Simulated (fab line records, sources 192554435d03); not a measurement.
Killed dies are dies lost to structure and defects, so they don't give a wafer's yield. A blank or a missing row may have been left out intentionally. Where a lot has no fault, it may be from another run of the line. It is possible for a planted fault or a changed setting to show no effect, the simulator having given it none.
Lot-split experiment || flow n5-finfet || 21 wafers read from 7 lots, route of 1938 steps

THE SPLIT ITSELF
At N5_BEOL_M5_EXPOSE_08 (exposes mask M5, target cd 28 nm), the setting dose-mj was moved away from the recipe's 35.75 on 7 of the 21 wafers read, by -4.3% to +4.2%. All remaining wafers had this setting at the recipe value.

FROM THE SPLIT TO THE READING: what the file shows between them, 17 steps
- N5_BEOL_M5_PEB_09: peb time 60 s
- N5_BEOL_M5_DEVELOP_10: develop time 30 s
- N5_BEOL_M5_CD_MEAS_11: target cd 27.74 nm
- N5_BEOL_M5_DESCUM_16: chemistry O2, time 7 s
- N5_BEOL_M5_ETCH_72: etches underlayer in N2/H2, target depth 6.5 nm, time 5.2 s
- N5_BEOL_M5_ETCH_61: etches SiARC in CF4, target depth 15.6 nm, time 26 s
- N5_BEOL_M5_ETCH_62: etches SOC in N2/H2, target depth 75 nm, overetch 15 nm, time 112.5 s
- N5_BEOL_M5_STRIP_63: strips in N2/H2
- N5_BEOL_M5_STRIP_73: strips in N2/H2
- N5_BEOL_M5_STRIP_64: strips in CF4
- N5_BEOL_M5_HM_OPEN_17: chemistry Cl2/BCl3, target TiN, target depth 20 nm, overetch 6 nm
- N5_BEOL_M5_STRIP_19: strips in O2
- N5_BEOL_M5_CD_MEAS_18: pitch 56 nm, target cd 28 nm
- N5_BEOL_M5_COAT_65: time 60 s, resist thk 60 nm
- N5_BEOL_M5_COAT_66: time 60 s, resist thk 12 nm
- N5_BEOL_M5_PRECLEAN_42: cleans in residue remover, time 60 s
- N5_BEOL_M5_SRD_43: time 30 s

THE READING
cd-nm, in nm, at N5_BEOL_M5_CD_MEAS_35 (target cd 28 nm, target cd y 24 nm). Typical for fault-free wafers on this fab line: 28.1 nm, with standard deviation 0.36 nm.

{"wafer": "L074.1", "tool, chamber at the split": "euv-scanner-02, 0", "dose-mj as run": 35.75, "against the recipe": "recipe", "cd-nm, nm": 28.4, "against lot-mates on the recipe": "-"}
{"wafer": "L074.3", "tool, chamber at the split": "euv-scanner-02, 0", "dose-mj as run": 34.23, "against the recipe": "-4.3%", "cd-nm, nm": 27.0, "against lot-mates on the recipe": -1.2}
{"wafer": "L074.5", "tool, chamber at the split": "euv-scanner-02, 0", "dose-mj as run": 35.75, "against the recipe": "recipe", "cd-nm, nm": 28.1, "against lot-mates on the recipe": "-"}
{"wafer": "L083.2", "tool, chamber at the split": "euv-scanner-01, 0", "dose-mj as run": 35.75, "against the recipe": "recipe", "cd-nm, nm": 28.2, "against lot-mates on the recipe": "-"}
{"wafer": "L083.4", "tool, chamber at the split": "euv-scanner-01, 0", "dose-mj as run": 34.74, "against the recipe": "-2.8%", "cd-nm, nm": 27.5, "against lot-mates on the recipe": -0.7}
{"wafer": "L083.5", "tool, chamber at the split": "euv-scanner-01, 0", "dose-mj as run": 34.74, "against the recipe": "-2.8%", "cd-nm, nm": 27.8, "against lot-mates on the recipe": -0.4}
{"wafer": "L087.2", "tool, chamber at the split": "euv-scanner-01, 0", "dose-mj as run": 35.75, "against the recipe": "recipe", "cd-nm, nm": 27.7, "against lot-mates on the recipe": "-"}
{"wafer": "L087.3", "tool, chamber at the split": "euv-scanner-01, 0", "dose-mj as run": 35.75, "against the recipe": "recipe", "cd-nm, nm": 28.1, "against lot-mates on the recipe": "-"}
{"wafer": "L087.5", "tool, chamber at the split": "euv-scanner-01, 0", "dose-mj as run": 36.67, "against the recipe": "+2.6%", "cd-nm, nm": 28.3, "against lot-mates on the recipe": "+0.4"}
{"wafer": "L086.4", "tool, chamber at the split": "euv-scanner-02, 0", "dose-mj as run": 37.25, "against the recipe": "+4.2%", "cd-nm, nm": 29.3, "against lot-mates on the recipe": "+1.2"}
{"wafer": "L086.5", "tool, chamber at the split": "euv-scanner-02, 0", "dose-mj as run": 35.75, "against the recipe": "recipe", "cd-nm, nm": 28.1, "against lot-mates on the recipe": "-"}
{"wafer": "L086.6", "tool, chamber at the split": "euv-scanner-02, 0", "dose-mj as run": 35.75, "against the recipe": "recipe", "cd-nm, nm": 28.1, "against lot-mates on the recipe": "-"}
{"wafer": "L091.1", "tool, chamber at the split": "euv-scanner-01, 0", "dose-mj as run": 35.75, "against the recipe": "recipe", "cd-nm, nm": 28.9, "against lot-mates on the recipe": "-"}
{"wafer": "L091.3", "tool, chamber at the split": "euv-scanner-01, 0", "dose-mj as run": 35.75, "against the recipe": "recipe", "cd-nm, nm": 28.9, "against lot-mates on the recipe": "-"}
{"wafer": "L091.4", "tool, chamber at the split": "euv-scanner-01, 0", "dose-mj as run": 35.75, "against the recipe": "recipe", "cd-nm, nm": 28.2, "against lot-mates on the recipe": "-"}
{"wafer": "L093.2", "tool, chamber at the split": "euv-scanner-02, 0", "dose-mj as run": 35.75, "against the recipe": "recipe", "cd-nm, nm": 27.8, "against lot-mates on the recipe": "-"}
{"wafer": "L093.5", "tool, chamber at the split": "euv-scanner-02, 0", "dose-mj as run": 37.21, "against the recipe": "+4.1%", "cd-nm, nm": 28.8, "against lot-mates on the recipe": "+1.0"}
{"wafer": "L093.6", "tool, chamber at the split": "euv-scanner-02, 0", "dose-mj as run": 37.21, "against the recipe": "+4.1%", "cd-nm, nm": 28.7, "against lot-mates on the recipe": "+0.9"}
{"wafer": "L097.1", "tool, chamber at the split": "euv-scanner-02, 0", "dose-mj as run": 35.75, "against the recipe": "recipe", "cd-nm, nm": 28.5, "against lot-mates on the recipe": "-"}
{"wafer": "L097.2", "tool, chamber at the split": "euv-scanner-02, 0", "dose-mj as run": 35.75, "against the recipe": "recipe", "cd-nm, nm": 28.3, "against lot-mates on the recipe": "-"}
{"wafer": "L097.6", "tool, chamber at the split": "euv-scanner-02, 0", "dose-mj as run": 35.75, "against the recipe": "recipe", "cd-nm, nm": 27.9, "against lot-mates on the recipe": "-"}

FIT RESULTS
A straight line over all 21 wafers: cd-nm changes by +0.193 nm for each +1% of dose-mj; r = +0.78; the points scatter about the line by 0.34 nm.
The same after taking each lot's own level away (the mean of its wafers on the recipe; 21 wafers): +0.243 nm for each +1%; r = +0.93; scatter 0.21 nm.
Per that fit: largest dose-mj move, reading shift of 1 nm.
The lots' own levels span 27.80 to 28.67 nm, that is 2.4 times the standard deviation above.
So the lot-to-lot level blurs the effect unless lot-mates are compared.
Check: for one of the wafers moved furthest among these (-4.3%), held out of the fit, the line's prediction against its lot-mates is -0.957 nm. Against them it came out at -1.25 nm.

THE WHOLE CHAIN: every reading that the file lists as answering this split, in the file's order
{"step": "N5_BEOL_M5_CD_MEAS_11", "what it does": "target cd 27.74 nm", "reading": "cd-nm", "change (the file's fit)": "+0.22 nm for each +1% of the setting", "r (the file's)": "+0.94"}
{"step": "N5_BEOL_M5_DESCUM_16", "what it does": "chemistry O2, time 7 s", "reading": "BEOL_M5.cd-nm (the simulator's own value, which no gauge read)", "change (the file's fit)": "+0.253 nm for each +1% of the setting", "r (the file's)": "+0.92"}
{"step": "N5_BEOL_M5_ETCH_62", "what it does": "etches SOC in N2/H2, target depth 75 nm, overetch 15 nm, time 112.5 s", "reading": "BEOL_M5.cd-nm (the simulator's own value, which no gauge read)", "change (the file's fit)": "+0.205 nm for each +1% of the setting", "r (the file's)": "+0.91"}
{"step": "N5_BEOL_M5_HM_OPEN_17", "what it does": "chemistry Cl2/BCl3, target TiN, target depth 20 nm, overetch 6 nm", "reading": "BEOL_M5.cd-nm (the simulator's own value, which no gauge read)", "change (the file's fit)": "+0.218 nm for each +1% of the setting", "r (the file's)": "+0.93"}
{"step": "N5_BEOL_M5_CD_MEAS_18", "what it does": "pitch 56 nm, target cd 28 nm", "reading": "cd-nm", "change (the file's fit)": "+0.221 nm for each +1% of the setting", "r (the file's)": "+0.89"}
{"step": "N5_BEOL_M5_CD_MEAS_35", "what it does": "target cd 28 nm, target cd y 24 nm", "reading": "cd-nm", "change (the file's fit)": "+0.258 nm for each +1% of the setting", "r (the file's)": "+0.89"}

THE FILE'S OWN FIT
cd-nm changes by +0.258 nm for each +1% of dose-mj, r = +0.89.
